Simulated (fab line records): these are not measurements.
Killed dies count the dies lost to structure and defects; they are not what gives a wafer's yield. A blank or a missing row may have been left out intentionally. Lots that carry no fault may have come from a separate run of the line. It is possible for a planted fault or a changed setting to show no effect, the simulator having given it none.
Matching of chambers :: flow nand-harc :: NHARC_A_STAIRCASE_ALD_415 on ald-hk-01 has 4 sister chambers
The step deposits SiO2, target thk 30 nm, pulse time 6 s, ald cycles 300. 7 wafers are shown with their chamber, then 8 later ones without.

EACH WAFER AND ITS CHAMBER
wafer: L079.5
chamber: 1
heater-power-outer-w (W): 244
heater-power-w (W): 436

wafer: L085.3
chamber: 1
heater-power-outer-w (W): 242
heater-power-w (W): 423

wafer: L085.5
chamber: 3
heater-power-outer-w (W): 209
heater-power-w (W): 409

wafer: L090.1
chamber: 3
heater-power-outer-w (W): 208
heater-power-w (W): 406

wafer: L090.2
chamber: 2
heater-power-outer-w (W): 238
heater-power-w (W): 413

wafer: L090.6
chamber: 0
heater-power-outer-w (W): 287
heater-power-w (W): 499

wafer: L093.4
chamber: 2
heater-power-outer-w (W): 228
heater-power-w (W): 417

WAFERS WITHOUT THEIR CHAMBER
wafer: L093.5
heater-power-outer-w (W): 290
heater-power-w (W): 497

wafer: L093.6
heater-power-outer-w (W): 244
heater-power-w (W): 425

wafer: L094.1
heater-power-outer-w (W): 247
heater-power-w (W): 435

wafer: L094.3
heater-power-outer-w (W): 214
heater-power-w (W): 405

wafer: L094.4
heater-power-outer-w (W): 290
heater-power-w (W): 483

wafer: L095.1
heater-power-outer-w (W): 237
heater-power-w (W): 427

wafer: L095.2
heater-power-outer-w (W): 217
heater-power-w (W): 402

wafer: L095.6
heater-power-outer-w (W): 245
heater-power-w (W): 433

EACH ONE'S CHAMBER
wafer: L093.5
from the rows above: 0
in truth: 0

wafer: L093.6
from the rows above: 1
in truth: 1

wafer: L094.1
from the rows above: 1
in truth: 1

wafer: L094.3
from the rows above: 3
in truth: 3

wafer: L094.4
from the rows above: 0
in truth: 0

wafer: L095.1
from the rows above: can't be placed: 1 or 2
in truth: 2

wafer: L095.2
from the rows above: 3
in truth: 3

wafer: L095.6
from the rows above: 1
in truth: 1
Placed correctly: 7 of 8. Unplaceable from these rows: 1, with the true chamber sitting among the candidates in 1. 0 placed wrongly.
How it was worked out, from the rows above alone: a wafer's distance from a chamber is the root of the sum, over the readings, of the square of ((its reading less the chamber's mean) divided by the reading's scatter). The wafer belongs to the nearest chamber; if the next one is less than 2 further off, it can't be placed. A chamber's mean is the mean of its shown wafers. The scatter: take each reading less its chamber's mean, square it, sum over the shown wafers, divide by the number of wafers less the number of chambers, and take the root.
